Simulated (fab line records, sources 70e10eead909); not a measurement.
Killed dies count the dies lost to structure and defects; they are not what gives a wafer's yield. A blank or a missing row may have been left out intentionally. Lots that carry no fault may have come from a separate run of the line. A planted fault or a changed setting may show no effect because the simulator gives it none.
Chamber matching ; flow nand harc ; 4 sister chambers for NHARC_A_M1_ETCH_15 on rie diel-12
The step etches the open film in C4F8/Ar, target depth 182.5 nm, time 91.2 s. 14 wafers are shown with their chamber, then 7 later ones without.

== WAFERS PAIRED WITH THEIR CHAMBERS ==
wafer;chamber;rf vpp V (V);chamber pressure mTorr (mTorr);bias w (W)
L115.2;0;439.6;25.007;300.8
L115.3;1;441.5;24.967;301.6
L115.5;3;438.8;24.993;300.5
L118.1;0;439.7;24.969;299.3
L118.2;1;441.3;24.956;300.6
L118.6;0;439.7;25.027;299.8
L121.2;0;440.3;24.959;301.2
L121.5;2;443.8;24.994;299.6
L121.6;3;438.5;25.012;300.5
L123.2;0;439.2;24.992;299.8
L123.3;2;444.2;24.967;300.5
L123.6;0;439.4;25.011;300.0
L131.1;3;438.7;25.025;301.1
L131.5;3;439.1;25.018;299.6

SIGNATURES (means of the wafers above)
reading;chamber 0;chamber 1;chamber 2;chamber 3;scatter within a chamber
rf vpp V;439.650;441.400;444.000;438.775;0.313
chamber pressure mTorr;24.99417;24.96150;24.98050;25.01200;0.021
bias w;300.150;301.100;300.050;300.425;0.676
Rule: a wafer lies at a distance from a chamber equal to the root of the sum of squares, over the readings, of (its reading less the chamber's mean, divided by the reading's scatter). The wafer belongs to the nearest chamber; if the next one is less than 2 further off, it can't be placed. The scatter: the root of (the sum of the squares of (reading less its chamber's mean) over the shown wafers, divided by (wafers less chambers)).

== WAFERS MISSING THEIR CHAMBER ==
wafer;rf vpp V (V);chamber pressure mTorr (mTorr);bias w (W)
L131.6;444.6;24.981;298.7
L130.1;442.8;24.988;301.3
L130.2;439.5;24.998;298.9
L130.4;445.2;25.025;299.0
L135.2;445.7;25.027;298.4
L135.3;439.5;24.966;298.9
L135.5;443.9;24.981;299.5

== EACH ONE'S CHAMBER ==
wafer;from the rows above;in truth
L131.6;2;2
L130.1;can't be placed: 2 or 1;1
L130.2;can't be placed: 0 or 3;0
L130.4;2;2
L135.2;2;2
L135.3;can't be placed: 0 or 3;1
L135.5;2;2
Correctly placed: 4 of 7. Can't be placed from these rows: 3 (the true chamber is among the candidates in 2). Wrongly placed: 0.
